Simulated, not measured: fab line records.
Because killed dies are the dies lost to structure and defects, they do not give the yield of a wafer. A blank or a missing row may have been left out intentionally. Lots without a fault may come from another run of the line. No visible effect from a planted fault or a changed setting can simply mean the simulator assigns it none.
fab line records | flow nand_harc
[record] lots = 24 wafers = 72 last_day = 33
route steps=1302 shown P_CONTACT@252 P_M0@268 P_M1@295 P_M2@328
lots untouched by any fault: they come from a run of this same line in which no faults occurred
start_h: hours from the record's opening day to when the first of the lot's shown wafers began | wait_h: hours since the lot's step before | " same as the row above | L1.1+2: a single row standing in for several wafers | - no value present, or no start provided | * or withheld: withheld | < > ~ a bound
route shown NAME@n: a module of which the file shows steps, and the number in the route of the first | usual: average and standard deviation across the fault-free wafers | same: alike in all rows | chamber/n: place in a boat | sites: readings site by site | _std_site: their standard deviation | _edge_site: the outer-site mean with the inner-site mean subtracted | radius_mm: how far each site lies from the wafer's centre | mask NAME#n: copy n | behind: the last tool/chamber to shape the wafer | hold: what put the lot on hold/how long, in hours/how the hold closed | device: names the non-switching transistor (n, p or np) | end of line: at the end of the route, the tests of the same wafers | for a step that has no rows: nothing shown but its recipe | killed: the dies lost at the first sort to structure and to defects; this is not the yield of the wafer | map: per-die view of a wafer (x killed, . not killed, _ where there is no die)
set.NAME: the setting the step ran with; set.NAME@STEP: the setting that earlier step ran with | model.NAME: the simulator's own value behind a step, which no gauge read
the route's steps for a sample of lots (tables are steps, rows are wafers)
services: the hour from which a tool's chamber was out of use, counted from the record's first day as start_h (under 0 if before that day), plus the number of hours and why
[[steps]]
[step NHARC_P_CONTACT_INSPECT_27]
[usual] raw_defect_count = 267/100
// columns lot.wafer tool chamber start_h wait_h raw_defect_count
L074.3 defect_inspect-01 - 123.13 0.1 251
L074.4 " - " " 205
L074.5 " - " " 311
L076.1 defect_inspect-02 - 135.34 0.1 136
L076.4 " - " " 117
L076.5 " - " " 208
L075.1 defect_inspect-01 - 135.54 0.1 288
L075.3 " - " " 331
L075.5 " - " " 451
L077.1 defect_inspect-02 - 151.79 0.1 246
L077.2 " - " " 288
L077.5 " - " " 218
L078.1 defect_inspect-02 - 152.74 0.1 442
L078.2 " - " " 255
L078.5 " - " " 403
L079.1 defect_inspect-02 - 164.83 0.1 196
L079.3 " - " " 220
L079.5 " - " " 194
L080.4 defect_inspect-02 - 179.38 0.1 190
L080.5 " - " " 117
L080.6 " - " " 173
L081.2 defect_inspect-01 - 195.50 0.1 190
L081.4 " - " " 240
L081.5 " - " " 136
L082.1 defect_inspect-01 - 206.95 0.1 314
L082.2 " - " " 153
L082.4 " - " " 146
L083.1 defect_inspect-02 - 211.70 0.1 174
L083.3 " - " " 172
L083.6 " - " " 191
L085.4 defect_inspect-02 - 226.26 0.1 204
L085.5 " - " " 167
L085.6 " - " " 212
L084.2 defect_inspect-01 - 228.37 0.1 269
L084.5 " - " " 293
L084.6 " - " " 331
L086.1 defect_inspect-02 - 238.43 0.1 267
L086.2 " - " " 391
L086.5 " - " " 255
L087.1 defect_inspect-02 - 248.12 0.1 293
L087.2 " - " " 243
L087.6 " - " " 259
L088.2 defect_inspect-02 - 268.99 0.1 256
L088.3 " - " " 250
L088.6 " - " " 168
L089.2 defect_inspect-02 - 269.92 0.1 259
L089.4 " - " " 171
L089.6 " - " " 187
L090.1 defect_inspect-01 - 280.15 0.1 266
L090.2 " - " " 348
L090.3 " - " " 221
L091.3 defect_inspect-02 - 294.45 0.1 399
L091.5 " - " " 152
L091.6 " - " " 169
L092.1 defect_inspect-01 - 296.16 0.1 470
L092.2 " - " " 394
L092.4 " - " " 380
L093.4 defect_inspect-01 - 311.70 0.1 283
L093.5 " - " " 322
L093.6 " - " " 416
L094.2 defect_inspect-01 - 323.88 0.1 266
L094.5 " - " " 134
L094.6 " - " " 353
L095.1 defect_inspect-01 - 329.87 0.1 288
L095.2 " - " " 378
L095.6 " - " " 413
L096.1 defect_inspect-01 - 341.07 0.1 225
L096.2 " - " " 321
L096.5 " - " " 279
L097.1 defect_inspect-01 - 352.48 0.1 264
L097.3 " - " " 257
L097.4 " - " " 187
[step NHARC_P_M0_ETCH_15]
[recipe] target_depth_a = 1500 overetch_a = 150 time_s = 82.5 c4f8_flow_sccm = withheld ar_flow_sccm = 400 rf_w = 600 bias_w = 300 chemistry = C4F8/Ar
[usual] chamber_pressure_mTorr = 24.999/0.023 oes_product_au = 0.950/0.024 rf_vpp_V = 440.0/1.5
// columns lot.wafer tool chamber start_h wait_h chamber_pressure_mTorr oes_product_au rf_hours_counter_h rf_vpp_V
L074.4 rie_diel-13 0 - - 25.016 0.978 25 437.9
L074.3 " 1 " " 24.990 0.973 27 439.7
L074.5 " 3 " " 25.016 0.963 - 441.4
L076.4 rie_diel-13 1 - - 24.987 0.966 28 442.0
L076.1 " 3 " " 24.997 0.961 25 440.6
L076.5 " 1 " " 24.972 0.981 - 442.3
L075.1 rie_diel-13 3 - - 25.001 0.970 25 441.1
L075.3 " 1 " " 25.008 0.984 28 441.4
L075.5 " 3 " " 24.995 0.961 - 440.5
L077.1 rie_diel-08 1 - - 25.006 0.924 37 442.3
L077.2 " 3 " " 24.946 0.932 38 440.9
L077.5 " 1 " " 24.977 0.918 - 439.2
L078.2 rie_diel-11 1 - - 24.972 0.963 23 441.2
L078.1 " 2 " " 24.980 0.995 22 441.0
L078.5 " 0 " " 25.018 0.967 - 441.1
L079.1 rie_diel-08 3 - - 24.982 0.913 43 440.3
L079.3 " 1 " " 25.022 0.913 44 441.8
L079.5 " 3 " " 25.000 0.916 - 440.3
L080.4 rie_diel-08 2 - - 25.008 0.928 48 440.7
L080.6 " 3 " " 25.036 0.917 - 439.7
L080.5 " 0 " " 25.003 0.909 - 441.2
L081.4 rie_diel-08 3 - - 24.975 0.926 51 439.1
L081.2 " 2 " " 25.018 0.918 50 438.8
L081.5 " 0 " " 24.989 0.914 - 440.4
L082.1 rie_diel-08 0 - - 25.008 0.965 0 440.9
L082.2 " 1 " " 24.974 0.974 0 439.8
L082.4 " 2 " " 25.033 0.951 0 441.6
L083.1 rie_diel-13 0 - - 25.019 0.972 5 437.3
L083.3 " 3 " " 25.019 0.979 5 440.1
L083.6 " 1 " " 25.008 0.955 - 439.3
L085.4 rie_diel-11 2 - - 25.036 0.928 46 439.5
L085.6 " 0 " " 24.980 0.932 - 441.5
L085.5 " 1 " " 25.002 0.923 - 439.8
L084.2 rie_diel-11 1 - - 24.957 0.917 51 439.9
L084.5 " 2 " " 25.015 0.931 - 440.3
L084.6 " 3 " " 25.036 0.927 - 442.4
L086.1 rie_diel-08 2 - - 25.017 0.943 9 440.8
L086.2 " 0 " " 25.016 0.952 12 441.1
L086.5 " 2 " " 24.967 0.941 - 440.3
L087.1 rie_diel-13 1 - - 25.004 0.919 12 441.3
L087.2 " 2 " " 24.993 0.944 10 436.6
L087.6 " 2 " " 25.024 0.944 - 438.3
L088.3 rie_diel-13 0 - - 25.006 0.964 15 439.1
L088.2 " 1 " " 25.022 0.966 15 441.6
L088.6 " 3 " " 24.976 0.962 - 440.1
L089.4 rie_diel-11 3 - - 25.026 0.950 3 440.5
L089.2 " 1 " " 24.976 0.968 2 441.1
L089.6 " 3 " " 25.011 0.958 - 442.0
L090.1 rie_diel-13 2 - - 25.018 0.986 17 437.5
L090.3 " 3 " " 25.035 0.970 18 441.2
L090.2 " 1 " " 25.001 0.979 19 440.9
L091.3 rie_diel-08 1 - - 24.994 0.952 26 441.3
L091.5 " 3 " " 25.011 0.954 - 438.9
L091.6 " 1 " " 25.020 0.962 - 441.5
L092.1 rie_diel-08 3 - - 25.021 0.967 30 439.2
L092.2 " 1 " " 25.023 0.973 26 441.7
L092.4 " 1 " " 25.017 0.969 - 440.8
L093.4 rie_diel-11 2 - - 24.995 0.927 17 439.3
L093.6 " 1 " " 24.977 0.930 - 439.4
L093.5 " 2 " " 24.967 0.929 - 437.3
L094.2 rie_diel-13 3 - - 24.989 0.944 26 440.0
L094.5 " 2 " " 24.993 0.960 - 437.8
L094.6 " 3 " " 25.003 0.945 - 439.1
L095.1 rie_diel-13 2 - - 24.997 0.992 27 438.2
L095.2 " 3 " " 24.988 0.978 27 441.3
L095.6 " 1 " " 25.003 0.973 - 440.5
L096.1 rie_diel-08 2 342.50 - 24.973 0.917 34 438.1
L096.2 " 1 " " 25.032 0.989 41 440.9
L096.5 " 2 " " 24.978 0.924 - 438.6
L097.3 rie_diel-13 0 - - 24.951 0.982 0 438.3
L097.4 " 1 " " 24.960 0.976 0 440.9
L097.1 " 2 " " 25.030 0.973 0 437.4
[step NHARC_P_M0_STRIP_18]
[recipe] power_w = 1000 n2_flow_sccm = 150 h2_flow_sccm = 150 ar_flow_sccm = 0 bias_w = 0 chemistry = N2/H2
[usual] chamber_pressure_mTorr = 29.995/0.027 drypump_motor_current_A = 5.6/0.39 mfc_ar_sccm = 0.009/0.0096 n2_flow_sccm = 150.0/0.45 oes_product_au = 0.999/0.0093 rf_vpp_V = 90.5/0.8 showerhead_plenum_p_Torr = 2.00/0.044 throttle_valve_pct = 14.172/0.0099
// columns lot.wafer tool chamber start_h wait_h chamber_pressure_mTorr drypump_motor_current_A mfc_ar_sccm n2_flow_sccm oes_product_au rf_hours_counter_h rf_vpp_V showerhead_plenum_p_Torr throttle_valve_pct
L074.4 rie_diel-13 0 124.49 0.1 29.973 5.2 0.015 149.7 0.996 25 90.6 1.95 14.168
L074.3 " 2 " " 29.970 6.2 0.024 150.2 1.007 21 90.4 1.94 14.167
L074.5 " 0 " " 30.003 5.2 0.015 150.6 0.999 - 90.0 1.95 14.172
L076.4 rie_diel-13 0 137.08 0.1 29.986 5.2 0.015 149.8 1.014 26 89.3 1.95 14.165
L076.1 " 2 " " 30.003 6.2 0.024 149.8 1.012 22 88.8 1.94 14.184
L076.5 " 3 " " 30.001 5.4 0.003 150.4 1.005 - 89.9 2.02 14.185
L075.1 rie_diel-11 1 137.41 0.1 29.964 5.9 0 150.0 1.005 16 90.4 2.03 14.180
L075.3 " 0 " " 30.076 5.7 0 149.9 1.005 17 91.1 2.06 14.188
L075.5 " 1 " " 30.033 5.9 0 150.1 1.008 - 91.5 2.03 14.187
L077.1 rie_diel-13 1 153.38 0.1 29.975 5.2 0 149.3 1.001 33 90.2 2.05 14.169
L077.2 " 2 " " 30.050 6.2 0.024 150.4 1.008 27 89.1 1.93 14.167
L077.5 " 0 " " 29.993 5.2 0.015 150.0 1.019 - 90.6 1.95 14.173
L078.1 rie_diel-13 3 154.25 0.1 30.045 5.4 0.003 150.4 0.993 26 89.9 2.02 14.178
L078.2 " 0 " " 29.959 5.2 0.015 150.8 1.009 31 90.1 1.95 14.169
L078.5 " 1 " " 30.006 5.2 0 150.2 1.012 - 90.3 2.05 14.191
L079.3 rie_diel-08 1 166.20 0.1 29.994 5.6 0.008 149.7 0.999 44 92.1 2.05 14.171
L079.1 " 3 " " 29.968 5.9 0.002 150.7 0.998 43 90.7 2.01 14.188
L079.5 " 1 " " 30.020 5.6 0.008 150.1 0.981 - 90.5 2.05 14.168
L080.4 rie_diel-08 3 180.89 0.1 29.984 6.0 0.002 149.3 0.998 49 91.4 2.01 14.175
L080.5 " 1 " " 30.009 5.6 0.008 150.2 0.987 - 89.6 2.05 14.164
L080.6 " 2 " " 30.043 6.2 0.019 150.1 0.994 - 91.3 2.01 14.190
L081.4 rie_diel-11 2 197.01 0.1 29.994 5.3 0.009 149.9 1.012 34 90.6 2.01 14.163
L081.2 " 3 " " 30.011 5.1 0 150.8 1.006 36 91.5 2.06 14.182
L081.5 " 2 " " 30.002 5.4 0.009 150.0 1.006 - 88.7 2.01 14.176
L082.1 rie_diel-08 3 208.40 0.1 29.981 5.9 0.002 149.1 0.984 0 90.6 2.01 14.170
L082.2 " 0 " " 30.019 5.5 0.027 149.7 0.988 0 89.3 2.04 14.174
L082.4 " 1 " " 30.035 5.7 0.008 149.4 0.995 0 91.6 2.05 14.186
L083.3 rie_diel-13 0 213.08 0.1 29.999 5.2 0.015 150.1 0.991 5 90.2 1.94 14.181
L083.1 " 1 " " 30.007 5.2 0 150.1 0.991 5 90.4 2.05 14.170
L083.6 " 2 " " 29.976 6.2 0.024 150.2 1.002 - 90.1 1.93 14.164
L085.4 rie_diel-11 2 227.74 0.1 29.990 5.3 0.009 149.8 1.009 46 89.8 2.01 14.177
L085.6 " 2 " " 30.007 5.4 0.009 150.2 1.012 - 90.2 2.01 14.157
L085.5 " 3 " " 30.006 5.1 0 150.2 1.005 - 90.2 2.06 14.157
L084.2 rie_diel-13 2 229.83 0.1 29.960 6.3 0.024 150.4 1.009 8 90.9 1.93 14.172
L084.5 " 2 " " 29.996 6.3 0.024 150.1 1.001 - 90.0 1.93 14.196
L084.6 " 3 " " 30.011 5.4 0.003 149.7 1.005 - 91.5 2.02 14.176
L086.2 rie_diel-13 2 239.83 0.1 29.996 6.2 0.024 150.1 1.009 8 89.5 1.93 14.157
L086.1 " 3 " " 30.009 5.4 0.003 149.2 0.999 10 90.8 2.02 14.190
L086.5 " 2 " " 30.018 6.2 0.024 150.5 0.999 - 89.3 1.93 14.158
L087.1 rie_diel-13 0 249.45 0.1 30.062 5.2 0.015 149.8 0.991 12 90.3 1.94 14.185
L087.2 " 2 " " 30.005 6.2 0.024 149.5 1.013 10 90.2 1.93 14.186
L087.6 " 0 " " 29.997 5.2 0.015 149.6 0.990 - 89.1 1.94 14.158
L088.3 rie_diel-13 0 270.38 0.1 29.972 5.2 0.015 150.1 0.995 15 91.8 1.94 14.154
L088.2 " 1 " " 30.005 5.2 0 150.4 0.989 15 90.7 2.04 14.157
L088.6 " 3 " " 30.013 5.4 0.003 149.0 1.002 - 89.8 2.02 14.150
L089.2 rie_diel-13 0 271.43 0.1 29.951 5.2 0.015 150.8 0.988 15 90.1 1.94 14.172
L089.4 " 1 " " 29.970 5.2 0 149.9 0.989 15 91.5 2.04 14.171
L089.6 " 2 " " 29.955 6.2 0.024 149.8 0.990 - 91.0 1.93 14.176
L090.2 rie_diel-13 3 281.64 0.1 30.020 5.4 0.003 149.9 1.018 18 90.2 2.02 14.175
L090.3 " 0 " " 29.971 5.2 0.015 150.0 1.001 18 90.3 1.94 14.171
L090.1 " 1 " " 29.992 5.2 0 149.4 1.007 19 90.8 2.04 14.165
L091.3 rie_diel-13 1 295.98 0.1 30.008 5.2 0 149.6 0.992 23 90.4 2.04 14.173
L091.5 " 0 " " 29.991 5.2 0.015 149.9 0.992 - 90.0 1.94 14.164
L091.6 " 1 " " 29.956 5.2 0 149.9 1.001 - 91.6 2.04 14.167
L092.2 rie_diel-11 0 297.59 0.1 29.954 5.7 0 150.5 0.985 9 90.0 2.04 14.171
L092.4 " 1 " " 30.009 5.9 0 150.6 0.996 9 90.3 2.01 14.161
L092.1 " 2 " " 29.977 5.4 0.009 150.1 0.995 9 90.6 2.00 14.171
L093.4 rie_diel-11 3 313.75 0.1 29.988 5.1 0 150.1 1.014 18 90.6 2.05 14.165
L093.5 " 3 " " 29.981 5.1 0 149.7 1.008 - 90.5 2.05 14.163
L093.6 " 0 " " 29.946 5.7 0 150.7 0.988 - 89.8 2.04 14.173
L094.2 rie_diel-13 1 325.34 0.1 29.972 5.2 0 149.2 0.996 29 91.2 2.04 14.176
L094.6 " 1 " " 29.987 5.2 0 149.7 0.980 - 90.8 2.04 14.180
L094.5 " 2 " " 30.035 6.2 0.024 149.8 0.994 - 90.3 1.93 14.165
L095.2 rie_diel-11 3 331.44 0.1 29.987 5.1 0 150.3 1.003 23 90.7 2.05 14.182
L095.1 " 0 " " 29.981 5.8 0 150.5 1.003 21 89.5 2.04 14.169
L095.6 " 2 " " 30.037 5.4 0.009 149.9 0.999 - 92.2 2.00 14.174
L096.2 rie_diel-08 1 342.76 0.1 30.021 5.6 0.008 150.0 1.002 41 91.2 2.03 14.165
L096.1 " 2 " " 29.998 6.2 0.019 150.0 0.993 34 90.2 2.00 14.161
L096.5 " 0 " " 29.980 5.4 0.027 149.8 0.984 - 91.5 2.03 14.179
L097.1 rie_diel-08 1 353.98 0.1 29.972 5.6 0.008 150.0 0.994 44 91.1 2.03 14.176
L097.4 " 2 " " 29.982 6.2 0.019 149.7 1.007 37 90.2 2.00 14.166
L097.3 " 3 " " 29.988 5.9 0.002 150.6 1.007 51 89.7 1.99 14.159
[step NHARC_P_M1_CD_MEAS_09]
[recipe] target_cd_nm = 130 landing_energy_ev = 500
[usual] cd_nm = 130.1/0.53
// columns lot.wafer tool chamber start_h wait_h cd_nm
L074.3 cd_sem-03 0 127.93 - 129.6
L074.4 " 0 " " 130.5
L074.5 " 0 " " 130.1
L076.1 cd_sem-02 0 140.57 - 130.6
L076.4 " 0 " " 129.9
L076.5 " 0 " " 130.4
L075.1 cd_sem-03 0 141.03 - 130.7
L075.3 " 0 " " 130.2
L075.5 " 0 " " 129.9
L077.1 cd_sem-01 0 156.95 - 129.7
L077.2 " 0 " " 129.4
L077.5 " 0 " " 130.0
L078.1 cd_sem-01 0 157.74 - 130.0
L078.2 " 0 " " 130.1
L078.5 " 0 " " 130.5
L079.1 cd_sem-02 0 169.91 - 129.4
L079.3 " 0 " " 129.7
L079.5 " 0 " " 130.7
L080.4 cd_sem-02 0 184.36 - 130.1
L080.5 " 0 " " 129.8
L080.6 " 0 " " 130.3
L081.2 cd_sem-02 0 200.48 - 129.8
L081.4 " 0 " " 130.6
L081.5 " 0 " " 129.0
L082.1 cd_sem-03 0 211.76 - 129.9
L082.2 " 0 " " 129.7
L082.4 " 0 " " 130.2
L083.1 cd_sem-02 0 216.53 - 130.4
L083.3 " 0 " " 130.4
L083.6 " 0 " " 130.2
L085.4 cd_sem-02 0 231.22 - 130.2
L085.5 " 0 " " 130.6
L085.6 " 0 " " 130.5
L084.2 cd_sem-03 0 233.20 - 130.3
L084.5 " 0 " " 130.0
L084.6 " 0 " " 130.3
L086.1 cd_sem-02 0 243.17 - 130.3
L086.2 " 0 " " 130.1
L086.5 " 0 " " 130.7
L087.1 cd_sem-01 0 252.81 - 130.2
L087.2 " 0 " " 130.3
L087.6 " 0 " " 131.0
L088.2 cd_sem-03 0 273.79 - 129.2
L088.3 " 0 " " 129.7
L088.6 " 0 " " 129.9
L089.2 cd_sem-03 0 274.93 - 130.7
L089.4 " 0 " " 130.1
L089.6 " 0 " " 130.2
L090.1 cd_sem-02 0 284.98 - 130.2
L090.2 " 0 " " 130.0
L090.3 " 0 " " 130.1
L091.3 cd_sem-03 0 299.46 - 130.2
L091.5 " 0 " " 129.4
L091.6 " 0 " " 129.5
L092.1 cd_sem-03 0 301.05 - 129.6
L092.2 " 0 " " 129.4
L092.4 " 0 " " 129.0
L093.4 cd_sem-03 0 317.39 - 129.9
L093.5 " 0 " " 130.0
L093.6 " 0 " " 129.8
L094.2 cd_sem-03 0 329.01 - 130.3
L094.5 " 0 " " 130.0
L094.6 " 0 " " 130.4
L095.1 cd_sem-01 0 334.77 - 130.4
L095.2 " 0 " " 131.3
L095.6 " 0 " " 130.3
L096.1 cd_sem-02 0 346.14 - 130.3
L096.2 " 0 " " 130.4
L096.5 " 0 " " 130.6
L097.1 cd_sem-02 0 357.46 - 130.6
L097.3 " 0 " " 130.3
L097.4 " 0 " " 130.8
[step NHARC_P_M1_ANNEAL_31]
[recipe] temp_c = 225 time_s = 90
[usual] wafer_temp_C_max = 226.6/0.33
// columns lot.wafer tool chamber start_h wait_h wafer_temp_C_max
L074.3 rtp_anneal-02 0 129.97 0.3 226.6
L074.4 " 0 " " 226.3
L074.5 " 0 " " 226.8
L076.1 rtp_anneal-02 0 142.62 0.3 226.7
L076.4 " 0 " " 226.9
L076.5 " 0 " " 227.0
L075.1 rtp_anneal-01 0 143.04 0.3 226.0
L075.3 " 0 " " 226.4
L075.5 " 0 " " 226.4
L077.1 rtp_anneal-01 0 158.99 0.4 226.5
L077.2 " 0 " " 226.5
L077.5 " 0 " " 227.5
L078.1 rtp_anneal-01 0 159.80 0.4 226.4
L078.2 " 0 " " 226.6
L078.5 " 0 " " 226.4
L079.1 rtp_anneal-01 0 171.90 0.3 226.6
L079.3 " 0 " " 226.3
L079.5 " 0 " " 226.2
L080.4 rtp_anneal-01 0 186.50 0.3 226.5
L080.5 " 0 " " 226.7
L080.6 " 0 " " 226.4
L081.2 rtp_anneal-02 0 202.50 - 226.9
L081.4 " 0 " " 227.0
L081.5 " 0 " " 226.3
L082.1 rtp_anneal-01 0 213.70 - 227.3
L082.2 " 0 " " 226.8
L082.4 " 0 " " 226.4
L083.1 rtp_anneal-02 0 218.50 - 226.6
L083.3 " 0 " " 226.7
L083.6 " 0 " " 227.1
L085.4 rtp_anneal-02 0 233.31 0.4 226.8
L085.5 " 0 " " 226.9
L085.6 " 0 " " 226.9
L084.2 rtp_anneal-01 0 235.18 - 226.5
L084.5 " 0 " " 226.1
L084.6 " 0 " " 226.4
L086.1 rtp_anneal-01 0 245.40 - 226.4
L086.2 " 0 " " 227.0
L086.5 " 0 " " 227.2
L087.1 rtp_anneal-01 0 254.77 0.3 226.4
L087.2 " 0 " " 226.4
L087.6 " 0 " " 226.9
L088.2 rtp_anneal-02 0 276.23 0.4 226.2
L088.3 " 0 " " 226.5
L088.6 " 0 " " 226.2
L089.2 rtp_anneal-02 0 276.92 - 225.8
L089.4 " 0 " " 226.8
L089.6 " 0 " " 226.2
L090.1 rtp_anneal-02 0 286.92 0.3 226.6
L090.2 " 0 " " 226.2
L090.3 " 0 " " 226.9
L091.3 rtp_anneal-01 0 301.74 - 225.9
L091.5 " 0 " " 226.3
L091.6 " 0 " " 226.2
L092.1 rtp_anneal-02 0 303.03 0.3 227.4
L092.2 " 0 " " 226.6
L092.4 " 0 " " 227.0
L093.4 rtp_anneal-01 0 319.57 0.3 226.4
L093.5 " 0 " " 226.4
L093.6 " 0 " " 226.6
L094.2 rtp_anneal-02 0 330.99 - 226.1
L094.5 " 0 " " 226.7
L094.6 " 0 " " 226.9
L095.1 rtp_anneal-01 0 336.73 0.3 226.5
L095.2 " 0 " " 226.1
L095.6 " 0 " " 226.7
L096.1 rtp_anneal-01 0 348.09 - 226.7
L096.2 " 0 " " 226.2
L096.5 " 0 " " 226.6
L097.1 rtp_anneal-02 0 359.41 0.3 226.1
L097.3 " 0 " " 226.5
L097.4 " 0 " " 226.9
[step NHARC_P_M2_CD_MEAS_09]
[recipe] target_cd_nm = 170 landing_energy_ev = 500
[usual] cd_nm = 169.9/0.7
// columns lot.wafer tool chamber start_h wait_h cd_nm
L074.3 cd_sem-03 0 132.08 - 170.0
L074.4 " 0 " " 170.1
L074.5 " 0 " " 169.7
L076.1 cd_sem-03 0 145.22 - 171.6
L076.4 " 0 " " 170.4
L076.5 " 0 " " 171.3
L075.1 cd_sem-01 0 145.38 - 170.4
L075.3 " 0 " " 169.7
L075.5 " 0 " " 169.5
L077.1 cd_sem-03 0 161.06 - 170.8
L077.2 " 0 " " 170.5
L077.5 " 0 " " 170.2
L078.1 cd_sem-01 0 162.02 - 170.7
L078.2 " 0 " " 170.4
L078.5 " 0 " " 170.3
L079.1 cd_sem-02 0 173.98 - 170.5
L079.3 " 0 " " 170.4
L079.5 " 0 " " 170.7
L080.4 cd_sem-01 0 188.56 - 170.4
L080.5 " 0 " " 170.4
L080.6 " 0 " " 170.7
L081.2 cd_sem-03 0 204.64 - 168.8
L081.4 " 0 " " 170.1
L081.5 " 0 " " 169.7
L082.1 cd_sem-01 0 215.78 - 170.0
L082.2 " 0 " " 169.2
L082.4 " 0 " " 170.9
L083.1 cd_sem-03 0 220.58 - 169.0
L083.3 " 0 " " 169.2
L083.6 " 0 " " 170.1
L085.4 cd_sem-01 0 235.24 - 169.1
L085.5 " 0 " " 169.5
L085.6 " 0 " " 169.2
L084.2 cd_sem-03 0 237.22 - 170.3
L084.5 " 0 " " 170.1
L084.6 " 0 " " 168.9
L086.1 cd_sem-02 0 247.60 - 170.1
L086.2 " 0 " " 170.3
L086.5 " 0 " " 170.5
L087.1 cd_sem-03 0 256.98 - 170.5
L087.2 " 0 " " 170.1
L087.6 " 0 " " 169.6
L088.2 cd_sem-01 0 278.41 - 169.8
L088.3 " 0 " " 170.3
L088.6 " 0 " " 170.2
L089.2 cd_sem-02 0 279.08 - 169.0
L089.4 " 0 " " 168.9
L089.6 " 0 " " 169.8
L090.1 cd_sem-03 0 289.12 - 169.2
L090.2 " 0 " " 169.4
L090.3 " 0 " " 168.8
L091.3 cd_sem-01 0 303.85 - 169.6
L091.5 " 0 " " 169.1
L091.6 " 0 " " 169.1
L092.1 cd_sem-03 0 305.11 - 168.6
L092.2 " 0 " " 169.6
L092.4 " 0 " " 169.2
L093.4 cd_sem-01 0 321.82 - 170.1
L093.5 " 0 " " 170.7
L093.6 " 0 " " 170.3
L094.2 cd_sem-03 0 333.29 - 170.9
L094.5 " 0 " " 171.0
L094.6 " 0 " " 171.9
L095.1 cd_sem-01 0 338.99 - 169.4
L095.2 " 0 " " 168.1
L095.6 " 0 " " 169.1
L096.1 cd_sem-02 0 350.28 - 169.3
L096.2 " 0 " " 169.4
L096.5 " 0 " " 170.0
L097.1 cd_sem-03 0 361.50 - 170.2
L097.3 " 0 " " 170.3
L097.4 " 0 " " 169.3
[[services]]
// columns tool chamber start_h hours kind
rie_diel-13 0 119.89 - clean
rie_diel-13 1 119.89 - clean
rie_diel-13 2 119.89 - clean
rie_diel-13 3 119.89 - clean
rie_diel-13 3 140.56 11.1 repair
rie_diel-13 0 144.43 - clean
rie_diel-13 1 144.43 - clean
rie_diel-13 2 144.43 - clean
rie_diel-11 3 147.73 1.6 repair
rie_diel-11 2 154.19 7.0 repair
rie_diel-13 - 165.39 9.0 pm
rie_diel-13 0 165.39 9.0 vent_cycle
rie_diel-13 1 165.39 9.0 vent_cycle
rie_diel-08 - 198.62 9.0 pm
rie_diel-13 2 199.64 10.7 repair
rie_diel-11 3 219.02 2.5 repair
rie_diel-08 1 235.53 11.7 repair
rie_diel-11 0 245.17 6.2 repair
rie_diel-11 - 255.55 9.0 pm
rie_diel-08 0 263.88 10.2 repair
rie_diel-11 - 276.35 1.8 repair
rie_diel-08 2 289.37 25.5 repair
rie_diel-11 0 334.16 9.1 repair
rie_diel-13 1 346.59 3.2 repair
[[key]]
fault none
